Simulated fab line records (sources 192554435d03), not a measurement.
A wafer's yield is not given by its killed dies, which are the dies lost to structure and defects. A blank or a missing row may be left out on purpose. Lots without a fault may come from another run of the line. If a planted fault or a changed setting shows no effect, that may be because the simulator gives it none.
The tool behind it: which one? || flow n5_finfet || 72 wafers from 24 lots sampled at 6 of the route's 1938 steps

== WHAT THE GAUGES READ, wafer by wafer ==
N5_BEOL_M2_CD_MEAS_35: target cd 18 nm, target cd y 22.2 nm. Usual: cd_nm at 18.1 nm, with a standard deviation of 0.46.
{"lot": "L074", "measured": "day 6 23:56", "on": "cd_sem-02", "cd_nm (nm)": "18.5 17.4 17.6", "flag": ""}
{"lot": "L075", "measured": "day 7 00:08", "on": "cd_sem-03", "cd_nm (nm)": "18.0 18.0 18.3", "flag": ""}
{"lot": "L076", "measured": "day 8 01:29", "on": "cd_sem-03", "cd_nm (nm)": "18.4 18.1 17.8", "flag": ""}
{"lot": "L078", "measured": "day 8 03:43", "on": "cd_sem-02", "cd_nm (nm)": "18.0 17.7 17.5", "flag": ""}
{"lot": "L081", "measured": "day 8 10:05", "on": "cd_sem-01", "cd_nm (nm)": "18.6 18.5 18.9", "flag": ""}
{"lot": "L077", "measured": "day 8 10:11", "on": "cd_sem-02", "cd_nm (nm)": "17.8 18.2 18.6", "flag": ""}
{"lot": "L079", "measured": "day 8 10:41", "on": "cd_sem-02", "cd_nm (nm)": "18.1 17.5 17.4", "flag": ""}
{"lot": "L080", "measured": "day 8 11:10", "on": "cd_sem-03", "cd_nm (nm)": "17.4 18.0 17.4", "flag": ""}
{"lot": "L082", "measured": "day 8 13:35", "on": "cd_sem-02", "cd_nm (nm)": "19.0 18.0 19.2", "flag": ""}
{"lot": "L083", "measured": "day 9 01:03", "on": "cd_sem-02", "cd_nm (nm)": "18.7 18.2 19.5", "flag": ""}
{"lot": "L084", "measured": "day 9 07:47", "on": "cd_sem-01", "cd_nm (nm)": "18.4 18.1 18.8", "flag": ""}
{"lot": "L085", "measured": "day 10 00:38", "on": "cd_sem-02", "cd_nm (nm)": "17.8 18.4 18.3", "flag": ""}
{"lot": "L086", "measured": "day 10 06:01", "on": "cd_sem-03", "cd_nm (nm)": "17.7 18.1 18.2", "flag": ""}
{"lot": "L087", "measured": "day 10 06:11", "on": "cd_sem-01", "cd_nm (nm)": "17.9 18.0 18.3", "flag": ""}
{"lot": "L088", "measured": "day 10 18:45", "on": "cd_sem-01", "cd_nm (nm)": "18.2 18.6 17.6", "flag": ""}
{"lot": "L089", "measured": "day 11 05:56", "on": "cd_sem-03", "cd_nm (nm)": "19.0 18.1 17.8", "flag": ""}
{"lot": "L091", "measured": "day 11 05:50", "on": "cd_sem-02", "cd_nm (nm)": "18.2 18.9 17.5", "flag": ""}
{"lot": "L090", "measured": "day 11 09:42", "on": "cd_sem-03", "cd_nm (nm)": "19.2 18.7 18.4", "flag": ""}
{"lot": "L093", "measured": "day 11 18:15", "on": "cd_sem-03", "cd_nm (nm)": "18.6 18.1 18.7", "flag": ""}
{"lot": "L092", "measured": "day 11 23:10", "on": "cd_sem-01", "cd_nm (nm)": "18.0 18.4 18.0", "flag": ""}
{"lot": "L094", "measured": "day 11 23:37", "on": "cd_sem-02", "cd_nm (nm)": "18.4 17.5 18.4", "flag": ""}
{"lot": "L095", "measured": "day 12 04:12", "on": "cd_sem-02", "cd_nm (nm)": "17.5 18.3 18.1", "flag": ""}
{"lot": "L097", "measured": "day 12 17:31", "on": "cd_sem-03", "cd_nm (nm)": "19.1 17.9 17.8", "flag": ""}
{"lot": "L096", "measured": "day 12 17:29", "on": "cd_sem-02", "cd_nm (nm)": "18.0 17.8 18.2", "flag": ""}

N5_BEOL_M2_THK_MEAS_53: measures by xrf. Usual: for M2_THK the level is 39.6 nm and the standard deviation is 1.7.
{"lot": "L074", "measured": "day 7 04:04", "on": "film_metro-01", "M2_THK (nm)": "40.4 40.1 39.6", "flag": ""}
{"lot": "L075", "measured": "day 7 05:38", "on": "film_metro-01", "M2_THK (nm)": "36.9 40.6 38.0", "flag": ""}
{"lot": "L076", "measured": "day 8 05:13", "on": "film_metro-02", "M2_THK (nm)": "40.3 39.5 38.2", "flag": ""}
{"lot": "L078", "measured": "day 8 07:06", "on": "film_metro-01", "M2_THK (nm)": "40.6 41.5 38.2", "flag": ""}
{"lot": "L081", "measured": "day 8 13:34", "on": "film_metro-02", "M2_THK (nm)": "38.4 39.9 40.7", "flag": ""}
{"lot": "L077", "measured": "day 8 13:57", "on": "film_metro-01", "M2_THK (nm)": "37.6 39.1 39.3", "flag": ""}
{"lot": "L079", "measured": "day 8 14:34", "on": "film_metro-02", "M2_THK (nm)": "40.1 40.9 38.4", "flag": ""}
{"lot": "L080", "measured": "day 8 15:52", "on": "film_metro-02", "M2_THK (nm)": "38.2 37.1 38.4", "flag": ""}
{"lot": "L082", "measured": "day 8 17:20", "on": "film_metro-02", "M2_THK (nm)": "38.8 38.1 38.7", "flag": ""}
{"lot": "L083", "measured": "day 9 04:46", "on": "film_metro-02", "M2_THK (nm)": "41.1 40.1 38.6", "flag": ""}
{"lot": "L084", "measured": "day 9 11:14", "on": "film_metro-02", "M2_THK (nm)": "39.0 38.6 39.5", "flag": ""}
{"lot": "L085", "measured": "day 10 04:31", "on": "film_metro-02", "M2_THK (nm)": "41.3 38.1 39.9", "flag": ""}
{"lot": "L086", "measured": "day 10 09:09", "on": "film_metro-02", "M2_THK (nm)": "42.3 41.1 43.8", "flag": ""}
{"lot": "L087", "measured": "day 10 09:20", "on": "film_metro-01", "M2_THK (nm)": "38.2 39.2 37.9", "flag": ""}
{"lot": "L088", "measured": "day 10 23:48", "on": "film_metro-01", "M2_THK (nm)": "40.1 42.9 40.6", "flag": ""}
{"lot": "L089", "measured": "day 11 09:52", "on": "film_metro-02", "M2_THK (nm)": "40.4 38.9 38.9", "flag": ""}
{"lot": "L091", "measured": "day 11 09:38", "on": "film_metro-02", "M2_THK (nm)": "38.7 41.7 37.2", "flag": ""}
{"lot": "L090", "measured": "day 11 14:43", "on": "film_metro-02", "M2_THK (nm)": "37.1 41.9 37.0", "flag": ""}
{"lot": "L093", "measured": "day 11 21:51", "on": "film_metro-02", "M2_THK (nm)": "38.2 40.1 39.3", "flag": ""}
{"lot": "L092", "measured": "day 12 03:11", "on": "film_metro-01", "M2_THK (nm)": "39.7 41.9 41.7", "flag": ""}
{"lot": "L094", "measured": "day 12 05:04", "on": "film_metro-01", "M2_THK (nm)": "42.1 42.3 43.3", "flag": ""}
{"lot": "L095", "measured": "day 12 07:46", "on": "film_metro-02", "M2_THK (nm)": "38.7 41.0 37.0", "flag": ""}
{"lot": "L097", "measured": "day 12 21:18", "on": "film_metro-01", "M2_THK (nm)": "40.6 41.6 42.1", "flag": ""}
{"lot": "L096", "measured": "day 12 20:49", "on": "film_metro-02", "M2_THK (nm)": "40.8 38.5 39.8", "flag": ""}

== EACH LOT AND THE TOOL THAT RAN IT (in order: tool; ch and the chambers of the sampled wafers; start) ==
{"lot": "L074", "N5_BEOL_M2_DESCUM_33": "rie_diel-04 ch 1,2, day 6 18:55", "N5_BEOL_M2_SURFACE_TREAT_85": "pvd_sputter-02, day 7 00:59", "N5_BEOL_M2_SPUTTER_88": "pvd_sputter-02, day 7 02:23", "N5_BEOL_M2_ANNEAL_91": "pvd_sputter-02, day 7 02:41"}
{"lot": "L075", "N5_BEOL_M2_DESCUM_33": "rie_diel-02 ch 0,2, day 6 22:07", "N5_BEOL_M2_SURFACE_TREAT_85": "pvd_sputter-03, day 7 02:33", "N5_BEOL_M2_SPUTTER_88": "pvd_sputter-03, day 7 03:47", "N5_BEOL_M2_ANNEAL_91": "pvd_sputter-03, day 7 04:05"}
{"lot": "L076", "N5_BEOL_M2_DESCUM_33": "rie_diel-06 ch 0,1,2, day 7 13:03", "N5_BEOL_M2_SURFACE_TREAT_85": "pvd_sputter-01, day 8 02:05", "N5_BEOL_M2_SPUTTER_88": "pvd_sputter-03, day 8 03:19", "N5_BEOL_M2_ANNEAL_91": "pvd_sputter-03, day 8 03:37"}
{"lot": "L078", "N5_BEOL_M2_DESCUM_33": "rie_diel-06 ch 1,2, day 7 19:20", "N5_BEOL_M2_SURFACE_TREAT_85": "pvd_sputter-02, day 8 04:10", "N5_BEOL_M2_SPUTTER_88": "pvd_sputter-01, day 8 05:21", "N5_BEOL_M2_ANNEAL_91": "pvd_sputter-01, day 8 05:39"}
{"lot": "L081", "N5_BEOL_M2_DESCUM_33": "rie_diel-04 ch 0,2,3, day 8 05:41", "N5_BEOL_M2_SURFACE_TREAT_85": "pvd_sputter-01, day 8 10:48", "N5_BEOL_M2_SPUTTER_88": "pvd_sputter-03, day 8 11:54", "N5_BEOL_M2_ANNEAL_91": "pvd_sputter-03, day 8 12:12"}
{"lot": "L077", "N5_BEOL_M2_DESCUM_33": "rie_diel-06 ch 0,1,2, day 8 05:46", "N5_BEOL_M2_SURFACE_TREAT_85": "pvd_sputter-02, day 8 11:07", "N5_BEOL_M2_SPUTTER_88": "pvd_sputter-02, day 8 12:17", "N5_BEOL_M2_ANNEAL_91": "pvd_sputter-02, day 8 12:35"}
{"lot": "L079", "N5_BEOL_M2_DESCUM_33": "rie_diel-02 ch 0,3, day 8 06:13", "N5_BEOL_M2_SURFACE_TREAT_85": "pvd_sputter-02, day 8 11:22", "N5_BEOL_M2_SPUTTER_88": "pvd_sputter-01, day 8 12:54", "N5_BEOL_M2_ANNEAL_91": "pvd_sputter-01, day 8 13:12"}
{"lot": "L080", "N5_BEOL_M2_DESCUM_33": "rie_diel-06 ch 0,1, day 8 07:37", "N5_BEOL_M2_SURFACE_TREAT_85": "pvd_sputter-01, day 8 11:38", "N5_BEOL_M2_SPUTTER_88": "pvd_sputter-02, day 8 14:07", "N5_BEOL_M2_ANNEAL_91": "pvd_sputter-02, day 8 14:25"}
{"lot": "L082", "N5_BEOL_M2_DESCUM_33": "rie_diel-06 ch 0,2, day 8 11:59", "N5_BEOL_M2_SURFACE_TREAT_85": "pvd_sputter-03, day 8 14:25", "N5_BEOL_M2_SPUTTER_88": "pvd_sputter-01, day 8 15:40", "N5_BEOL_M2_ANNEAL_91": "pvd_sputter-01, day 8 15:58"}
{"lot": "L083", "N5_BEOL_M2_DESCUM_33": "rie_diel-02 ch 0,1,2, day 8 20:02", "N5_BEOL_M2_SURFACE_TREAT_85": "pvd_sputter-03, day 9 01:55", "N5_BEOL_M2_SPUTTER_88": "pvd_sputter-02, day 9 03:05", "N5_BEOL_M2_ANNEAL_91": "pvd_sputter-02, day 9 03:23"}
{"lot": "L084", "N5_BEOL_M2_DESCUM_33": "rie_diel-02 ch 1,2, day 9 06:04", "N5_BEOL_M2_SURFACE_TREAT_85": "pvd_sputter-01, day 9 08:19", "N5_BEOL_M2_SPUTTER_88": "pvd_sputter-03, day 9 09:35", "N5_BEOL_M2_ANNEAL_91": "pvd_sputter-03, day 9 09:53"}
{"lot": "L085", "N5_BEOL_M2_DESCUM_33": "rie_diel-04 ch 0,2,3, day 9 16:50", "N5_BEOL_M2_SURFACE_TREAT_85": "pvd_sputter-01, day 10 01:21", "N5_BEOL_M2_SPUTTER_88": "pvd_sputter-02, day 10 02:52", "N5_BEOL_M2_ANNEAL_91": "pvd_sputter-02, day 10 03:10"}
{"lot": "L086", "N5_BEOL_M2_DESCUM_33": "rie_diel-06 ch 0,3, day 9 20:01", "N5_BEOL_M2_SURFACE_TREAT_85": "pvd_sputter-03, day 10 06:23", "N5_BEOL_M2_SPUTTER_88": "pvd_sputter-02, day 10 07:29", "N5_BEOL_M2_ANNEAL_91": "pvd_sputter-02, day 10 07:47"}
{"lot": "L087", "N5_BEOL_M2_DESCUM_33": "rie_diel-06 ch 1,2,3, day 9 21:11", "N5_BEOL_M2_SURFACE_TREAT_85": "pvd_sputter-03, day 10 06:34", "N5_BEOL_M2_SPUTTER_88": "pvd_sputter-01, day 10 07:40", "N5_BEOL_M2_ANNEAL_91": "pvd_sputter-01, day 10 07:58"}
{"lot": "L088", "N5_BEOL_M2_DESCUM_33": "rie_diel-04 ch 0,3, day 10 06:39", "N5_BEOL_M2_SURFACE_TREAT_85": "pvd_sputter-01, day 10 19:49", "N5_BEOL_M2_SPUTTER_88": "pvd_sputter-02, day 10 22:08", "N5_BEOL_M2_ANNEAL_91": "pvd_sputter-02, day 10 22:26"}
{"lot": "L089", "N5_BEOL_M2_DESCUM_33": "rie_diel-04 ch 0,1, day 10 21:06", "N5_BEOL_M2_SURFACE_TREAT_85": "pvd_sputter-02, day 11 06:53", "N5_BEOL_M2_SPUTTER_88": "pvd_sputter-02, day 11 08:10", "N5_BEOL_M2_ANNEAL_91": "pvd_sputter-02, day 11 08:28"}
{"lot": "L091", "N5_BEOL_M2_DESCUM_33": "rie_diel-02 ch 0,1,2, day 11 00:55", "N5_BEOL_M2_SURFACE_TREAT_85": "pvd_sputter-03, day 11 06:51", "N5_BEOL_M2_SPUTTER_88": "pvd_sputter-03, day 11 07:58", "N5_BEOL_M2_ANNEAL_91": "pvd_sputter-03, day 11 08:16"}
{"lot": "L090", "N5_BEOL_M2_DESCUM_33": "rie_diel-06 ch 0,1, day 11 01:32", "N5_BEOL_M2_SURFACE_TREAT_85": "pvd_sputter-03, day 11 10:44", "N5_BEOL_M2_SPUTTER_88": "pvd_sputter-01, day 11 13:02", "N5_BEOL_M2_ANNEAL_91": "pvd_sputter-01, day 11 13:20"}
{"lot": "L093", "N5_BEOL_M2_DESCUM_33": "rie_diel-02 ch 0,1, day 11 10:58", "N5_BEOL_M2_SURFACE_TREAT_85": "pvd_sputter-02, day 11 18:54", "N5_BEOL_M2_SPUTTER_88": "pvd_sputter-03, day 11 20:01", "N5_BEOL_M2_ANNEAL_91": "pvd_sputter-03, day 11 20:19"}
{"lot": "L092", "N5_BEOL_M2_DESCUM_33": "rie_diel-04 ch 0,3, day 11 12:33", "N5_BEOL_M2_SURFACE_TREAT_85": "pvd_sputter-03, day 12 00:19", "N5_BEOL_M2_SPUTTER_88": "pvd_sputter-02, day 12 01:26", "N5_BEOL_M2_ANNEAL_91": "pvd_sputter-02, day 12 01:44"}
{"lot": "L094", "N5_BEOL_M2_DESCUM_33": "rie_diel-06 ch 0,1,2, day 11 20:27", "N5_BEOL_M2_SURFACE_TREAT_85": "pvd_sputter-02, day 12 00:25", "N5_BEOL_M2_SPUTTER_88": "pvd_sputter-01, day 12 03:10", "N5_BEOL_M2_ANNEAL_91": "pvd_sputter-01, day 12 03:28"}
{"lot": "L095", "N5_BEOL_M2_DESCUM_33": "rie_diel-02 ch 0,3, day 11 22:40", "N5_BEOL_M2_SURFACE_TREAT_85": "pvd_sputter-02, day 12 04:56", "N5_BEOL_M2_SPUTTER_88": "pvd_sputter-03, day 12 06:06", "N5_BEOL_M2_ANNEAL_91": "pvd_sputter-03, day 12 06:24"}
{"lot": "L097", "N5_BEOL_M2_DESCUM_33": "rie_diel-02 ch 0,2,3, day 12 10:58", "N5_BEOL_M2_SURFACE_TREAT_85": "pvd_sputter-01, day 12 18:28", "N5_BEOL_M2_SPUTTER_88": "pvd_sputter-03, day 12 19:37", "N5_BEOL_M2_ANNEAL_91": "pvd_sputter-03, day 12 19:55"}
{"lot": "L096", "N5_BEOL_M2_DESCUM_33": "rie_diel-06 ch 0,1,3, day 12 13:37", "N5_BEOL_M2_SURFACE_TREAT_85": "pvd_sputter-02, day 12 17:59", "N5_BEOL_M2_SPUTTER_88": "pvd_sputter-02, day 12 19:09", "N5_BEOL_M2_ANNEAL_91": "pvd_sputter-02, day 12 19:27"}
- N5_BEOL_M2_DESCUM_33: chemistry O2, time 7 s.
- N5_BEOL_M2_SURFACE_TREAT_85
- N5_BEOL_M2_SPUTTER_88: material Cu, target thk 4.5 nm, time 8.29 s.
- N5_BEOL_M2_ANNEAL_91: time 240 s.

== WHAT THE TOOLS THEMSELVES READ (means of the sampled wafers that have a number; where no wafer has one, the mark that the record gives instead) ==
N5_BEOL_M2_DESCUM_33. Usual: drypump_motor_current_A 5.9 A, standard deviation 0.47; oes_product_au 0.79 a.u., standard deviation 0.09; rf_vpp_V 243.1 V, standard deviation 1.4; showerhead_plenum_p_Torr 2.10 Torr, standard deviation 0.071; throttle_valve_pct 20.35 %, standard deviation 0.21.
{"lot": "L074", "tool": "rie_diel-04", "drypump_motor_current_A (A)": 5.8, "oes_product_au (a.u.)": 0.75, "rf_vpp_V (V)": 244.9, "showerhead_plenum_p_Torr (Torr)": 2.16, "throttle_valve_pct (%)": 20.40, "flag": ""}
{"lot": "L075", "tool": "rie_diel-02", "drypump_motor_current_A (A)": 5.8, "oes_product_au (a.u.)": 0.72, "rf_vpp_V (V)": 242.4, "showerhead_plenum_p_Torr (Torr)": 2.03, "throttle_valve_pct (%)": 20.39, "flag": ""}
{"lot": "L076", "tool": "rie_diel-06", "drypump_motor_current_A (A)": 5.7, "oes_product_au (a.u.)": 0.77, "rf_vpp_V (V)": 242.8, "showerhead_plenum_p_Torr (Torr)": 2.08, "throttle_valve_pct (%)": 20.30, "flag": ""}
{"lot": "L078", "tool": "rie_diel-06", "drypump_motor_current_A (A)": 5.5, "oes_product_au (a.u.)": 0.79, "rf_vpp_V (V)": 241.7, "showerhead_plenum_p_Torr (Torr)": 2.06, "throttle_valve_pct (%)": 20.35, "flag": ""}
{"lot": "L081", "tool": "rie_diel-04", "drypump_motor_current_A (A)": 5.9, "oes_product_au (a.u.)": 0.80, "rf_vpp_V (V)": 243.2, "showerhead_plenum_p_Torr (Torr)": 2.13, "throttle_valve_pct (%)": 20.35, "flag": ""}
{"lot": "L077", "tool": "rie_diel-06", "drypump_motor_current_A (A)": 5.7, "oes_product_au (a.u.)": 0.77, "rf_vpp_V (V)": 242.0, "showerhead_plenum_p_Torr (Torr)": 2.07, "throttle_valve_pct (%)": 20.33, "flag": ""}
{"lot": "L079", "tool": "rie_diel-02", "drypump_motor_current_A (A)": 6.1, "oes_product_au (a.u.)": 0.72, "rf_vpp_V (V)": 242.2, "showerhead_plenum_p_Torr (Torr)": 2.03, "throttle_valve_pct (%)": 20.54, "flag": ""}
{"lot": "L080", "tool": "rie_diel-06", "drypump_motor_current_A (A)": 6.2, "oes_product_au (a.u.)": 0.77, "rf_vpp_V (V)": 242.8, "showerhead_plenum_p_Torr (Torr)": 2.07, "throttle_valve_pct (%)": 20.19, "flag": ""}
{"lot": "L082", "tool": "rie_diel-06", "drypump_motor_current_A (A)": 5.9, "oes_product_au (a.u.)": 0.73, "rf_vpp_V (V)": 243.6, "showerhead_plenum_p_Torr (Torr)": 2.09, "throttle_valve_pct (%)": 20.30, "flag": ""}
{"lot": "L083", "tool": "rie_diel-02", "drypump_motor_current_A (A)": 6.0, "oes_product_au (a.u.)": 0.76, "rf_vpp_V (V)": 242.5, "showerhead_plenum_p_Torr (Torr)": 2.06, "throttle_valve_pct (%)": 20.42, "flag": ""}
{"lot": "L084", "tool": "rie_diel-02", "drypump_motor_current_A (A)": 6.2, "oes_product_au (a.u.)": 0.79, "rf_vpp_V (V)": 242.1, "showerhead_plenum_p_Torr (Torr)": 2.10, "throttle_valve_pct (%)": 20.44, "flag": ""}
{"lot": "L085", "tool": "rie_diel-04", "drypump_motor_current_A (A)": 5.9, "oes_product_au (a.u.)": 0.89, "rf_vpp_V (V)": 245.0, "showerhead_plenum_p_Torr (Torr)": 2.21, "throttle_valve_pct (%)": 20.21, "flag": ""}
{"lot": "L086", "tool": "rie_diel-06", "drypump_motor_current_A (A)": 6.4, "oes_product_au (a.u.)": 0.76, "rf_vpp_V (V)": 243.8, "showerhead_plenum_p_Torr (Torr)": 2.16, "throttle_valve_pct (%)": 20.38, "flag": ""}
{"lot": "L087", "tool": "rie_diel-06", "drypump_motor_current_A (A)": 5.7, "oes_product_au (a.u.)": 0.76, "rf_vpp_V (V)": 242.8, "showerhead_plenum_p_Torr (Torr)": 2.10, "throttle_valve_pct (%)": 20.46, "flag": ""}
{"lot": "L088", "tool": "rie_diel-04", "drypump_motor_current_A (A)": 5.8, "oes_product_au (a.u.)": 0.93, "rf_vpp_V (V)": 244.2, "showerhead_plenum_p_Torr (Torr)": 2.23, "throttle_valve_pct (%)": 20.05, "flag": ""}
{"lot": "L089", "tool": "rie_diel-04", "drypump_motor_current_A (A)": 5.9, "oes_product_au (a.u.)": 0.87, "rf_vpp_V (V)": 245.1, "showerhead_plenum_p_Torr (Torr)": 2.18, "throttle_valve_pct (%)": 20.41, "flag": ""}
{"lot": "L091", "tool": "rie_diel-02", "drypump_motor_current_A (A)": 6.0, "oes_product_au (a.u.)": 0.85, "rf_vpp_V (V)": 242.4, "showerhead_plenum_p_Torr (Torr)": 2.06, "throttle_valve_pct (%)": 20.35, "flag": ""}
{"lot": "L090", "tool": "rie_diel-06", "drypump_motor_current_A (A)": 6.0, "oes_product_au (a.u.)": 0.77, "rf_vpp_V (V)": 242.4, "showerhead_plenum_p_Torr (Torr)": 2.05, "throttle_valve_pct (%)": 20.27, "flag": ""}
{"lot": "L093", "tool": "rie_diel-02", "drypump_motor_current_A (A)": 6.0, "oes_product_au (a.u.)": 0.73, "rf_vpp_V (V)": 242.2, "showerhead_plenum_p_Torr (Torr)": 2.04, "throttle_valve_pct (%)": 20.46, "flag": ""}
{"lot": "L092", "tool": "rie_diel-04", "drypump_motor_current_A (A)": 5.9, "oes_product_au (a.u.)": 0.87, "rf_vpp_V (V)": 245.9, "showerhead_plenum_p_Torr (Torr)": 2.21, "throttle_valve_pct (%)": 20.30, "flag": ""}
{"lot": "L094", "tool": "rie_diel-06", "drypump_motor_current_A (A)": 5.7, "oes_product_au (a.u.)": 0.73, "rf_vpp_V (V)": 242.7, "showerhead_plenum_p_Torr (Torr)": 2.06, "throttle_valve_pct (%)": 20.39, "flag": ""}
{"lot": "L095", "tool": "rie_diel-02", "drypump_motor_current_A (A)": 6.1, "oes_product_au (a.u.)": 0.78, "rf_vpp_V (V)": 242.2, "showerhead_plenum_p_Torr (Torr)": 2.01, "throttle_valve_pct (%)": 20.42, "flag": ""}
{"lot": "L097", "tool": "rie_diel-02", "drypump_motor_current_A (A)": 6.1, "oes_product_au (a.u.)": 0.86, "rf_vpp_V (V)": 242.4, "showerhead_plenum_p_Torr (Torr)": 2.03, "throttle_valve_pct (%)": 20.32, "flag": ""}
{"lot": "L096", "tool": "rie_diel-06", "drypump_motor_current_A (A)": 6.2, "oes_product_au (a.u.)": 0.75, "rf_vpp_V (V)": 243.0, "showerhead_plenum_p_Torr (Torr)": 2.10, "throttle_valve_pct (%)": 20.35, "flag": ""}

N5_BEOL_M2_SPUTTER_88. Usual: susceptor_temp_C -19.99 C, standard deviation 0.11; throttle_valve_pct 29.8 %, standard deviation 0.96.
{"lot": "L074", "tool": "pvd_sputter-02", "susceptor_temp_C (C)": -20.03, "throttle_valve_pct (%)": 28.8, "flag": ""}
{"lot": "L075", "tool": "pvd_sputter-03", "susceptor_temp_C (C)": -20.03, "throttle_valve_pct (%)": 30.6, "flag": ""}
{"lot": "L076", "tool": "pvd_sputter-03", "susceptor_temp_C (C)": -20.00, "throttle_valve_pct (%)": 30.9, "flag": ""}
{"lot": "L078", "tool": "pvd_sputter-01", "susceptor_temp_C (C)": -20.00, "throttle_valve_pct (%)": 30.0, "flag": ""}
{"lot": "L081", "tool": "pvd_sputter-03", "susceptor_temp_C (C)": -19.95, "throttle_valve_pct (%)": 30.2, "flag": ""}
{"lot": "L077", "tool": "pvd_sputter-02", "susceptor_temp_C (C)": -19.98, "throttle_valve_pct (%)": 30.0, "flag": ""}
{"lot": "L079", "tool": "pvd_sputter-01", "susceptor_temp_C (C)": -20.08, "throttle_valve_pct (%)": 30.4, "flag": ""}
{"lot": "L080", "tool": "pvd_sputter-02", "susceptor_temp_C (C)": -20.01, "throttle_valve_pct (%)": 30.2, "flag": ""}
{"lot": "L082", "tool": "pvd_sputter-01", "susceptor_temp_C (C)": -19.96, "throttle_valve_pct (%)": 29.9, "flag": ""}
{"lot": "L083", "tool": "pvd_sputter-02", "susceptor_temp_C (C)": -19.98, "throttle_valve_pct (%)": 29.2, "flag": ""}
{"lot": "L084", "tool": "pvd_sputter-03", "susceptor_temp_C (C)": -19.89, "throttle_valve_pct (%)": 30.3, "flag": ""}
{"lot": "L085", "tool": "pvd_sputter-02", "susceptor_temp_C (C)": -20.10, "throttle_valve_pct (%)": 28.9, "flag": ""}
{"lot": "L086", "tool": "pvd_sputter-02", "susceptor_temp_C (C)": -20.01, "throttle_valve_pct (%)": 30.3, "flag": ""}
{"lot": "L087", "tool": "pvd_sputter-01", "susceptor_temp_C (C)": -19.96, "throttle_valve_pct (%)": 30.1, "flag": ""}
{"lot": "L088", "tool": "pvd_sputter-02", "susceptor_temp_C (C)": -19.96, "throttle_valve_pct (%)": 29.1, "flag": ""}
{"lot": "L089", "tool": "pvd_sputter-02", "susceptor_temp_C (C)": -19.90, "throttle_valve_pct (%)": 28.3, "flag": ""}
{"lot": "L091", "tool": "pvd_sputter-03", "susceptor_temp_C (C)": -19.95, "throttle_valve_pct (%)": 30.8, "flag": ""}
{"lot": "L090", "tool": "pvd_sputter-01", "susceptor_temp_C (C)": -19.88, "throttle_valve_pct (%)": 29.9, "flag": ""}
{"lot": "L093", "tool": "pvd_sputter-03", "susceptor_temp_C (C)": -19.85, "throttle_valve_pct (%)": 30.6, "flag": ""}
{"lot": "L092", "tool": "pvd_sputter-02", "susceptor_temp_C (C)": -19.97, "throttle_valve_pct (%)": 29.7, "flag": ""}
{"lot": "L094", "tool": "pvd_sputter-01", "susceptor_temp_C (C)": -20.07, "throttle_valve_pct (%)": 29.5, "flag": ""}
{"lot": "L095", "tool": "pvd_sputter-03", "susceptor_temp_C (C)": -20.11, "throttle_valve_pct (%)": 30.3, "flag": ""}
{"lot": "L097", "tool": "pvd_sputter-03", "susceptor_temp_C (C)": -20.02, "throttle_valve_pct (%)": 31.1, "flag": ""}
{"lot": "L096", "tool": "pvd_sputter-02", "susceptor_temp_C (C)": -19.94, "throttle_valve_pct (%)": 29.5, "flag": ""}

N5_BEOL_M2_ANNEAL_91. Usual: heater_power_w 837 W, standard deviation 110; susceptor_temp_C 400.00 C, standard deviation 0.22.
{"lot": "L074", "tool": "pvd_sputter-02", "heater_power_w (W)": 932, "susceptor_temp_C (C)": 399.92, "flag": ""}
{"lot": "L075", "tool": "pvd_sputter-03", "heater_power_w (W)": 763, "susceptor_temp_C (C)": 399.93, "flag": ""}
{"lot": "L076", "tool": "pvd_sputter-03", "heater_power_w (W)": 741, "susceptor_temp_C (C)": 400.09, "flag": ""}
{"lot": "L078", "tool": "pvd_sputter-01", "heater_power_w (W)": 809, "susceptor_temp_C (C)": 399.92, "flag": ""}
{"lot": "L081", "tool": "pvd_sputter-03", "heater_power_w (W)": 816, "susceptor_temp_C (C)": 400.23, "flag": ""}
{"lot": "L077", "tool": "pvd_sputter-02", "heater_power_w (W)": 830, "susceptor_temp_C (C)": 400.25, "flag": ""}
{"lot": "L079", "tool": "pvd_sputter-01", "heater_power_w (W)": 829, "susceptor_temp_C (C)": 400.26, "flag": ""}
{"lot": "L080", "tool": "pvd_sputter-02", "heater_power_w (W)": 853, "susceptor_temp_C (C)": 399.95, "flag": ""}
{"lot": "L082", "tool": "pvd_sputter-01", "heater_power_w (W)": 817, "susceptor_temp_C (C)": 400.23, "flag": ""}
{"lot": "L083", "tool": "pvd_sputter-02", "heater_power_w (W)": 1007, "susceptor_temp_C (C)": 399.77, "flag": ""}
{"lot": "L084", "tool": "pvd_sputter-03", "heater_power_w (W)": 732, "susceptor_temp_C (C)": 400.09, "flag": ""}
{"lot": "L085", "tool": "pvd_sputter-02", "heater_power_w (W)": 848, "susceptor_temp_C (C)": 400.17, "flag": ""}
{"lot": "L086", "tool": "pvd_sputter-02", "heater_power_w (W)": 847, "susceptor_temp_C (C)": 399.93, "flag": ""}
{"lot": "L087", "tool": "pvd_sputter-01", "heater_power_w (W)": 842, "susceptor_temp_C (C)": 399.93, "flag": ""}
{"lot": "L088", "tool": "pvd_sputter-02", "heater_power_w (W)": 988, "susceptor_temp_C (C)": 399.92, "flag": ""}
{"lot": "L089", "tool": "pvd_sputter-02", "heater_power_w (W)": 918, "susceptor_temp_C (C)": 400.17, "flag": ""}
{"lot": "L091", "tool": "pvd_sputter-03", "heater_power_w (W)": 762, "susceptor_temp_C (C)": 399.82, "flag": ""}
{"lot": "L090", "tool": "pvd_sputter-01", "heater_power_w (W)": 888, "susceptor_temp_C (C)": 400.17, "flag": ""}
{"lot": "L093", "tool": "pvd_sputter-03", "heater_power_w (W)": 762, "susceptor_temp_C (C)": 400.01, "flag": ""}
{"lot": "L092", "tool": "pvd_sputter-02", "heater_power_w (W)": 924, "susceptor_temp_C (C)": 399.99, "flag": ""}
{"lot": "L094", "tool": "pvd_sputter-01", "heater_power_w (W)": 884, "susceptor_temp_C (C)": 399.99, "flag": ""}
{"lot": "L095", "tool": "pvd_sputter-03", "heater_power_w (W)": 809, "susceptor_temp_C (C)": 399.92, "flag": ""}
{"lot": "L097", "tool": "pvd_sputter-03", "heater_power_w (W)": 837, "susceptor_temp_C (C)": 399.86, "flag": ""}
{"lot": "L096", "tool": "pvd_sputter-02", "heater_power_w (W)": 787, "susceptor_temp_C (C)": 399.67, "flag": ""}

== THE ANSWER, worked out from the rows above alone ==
Rule: a lot is off if the mean of its wafers that have a number lies more than 3 standard deviations from the usual mean. Also off: a lot with no number at a reading for which 4 or more lots have one. All remaining lots with rows at the step are treated as sound. The gauges are gone through in route order, then the tools' own readings, and for those a lot's mean is taken as printed above. At the first step where some lot is off, the reading lying furthest off is the one used; lots without a number count as furthest.
No lot is off at any reading shown: from this, nothing can be told.

== WHAT THE SIMULATOR HAD INSERTED ==
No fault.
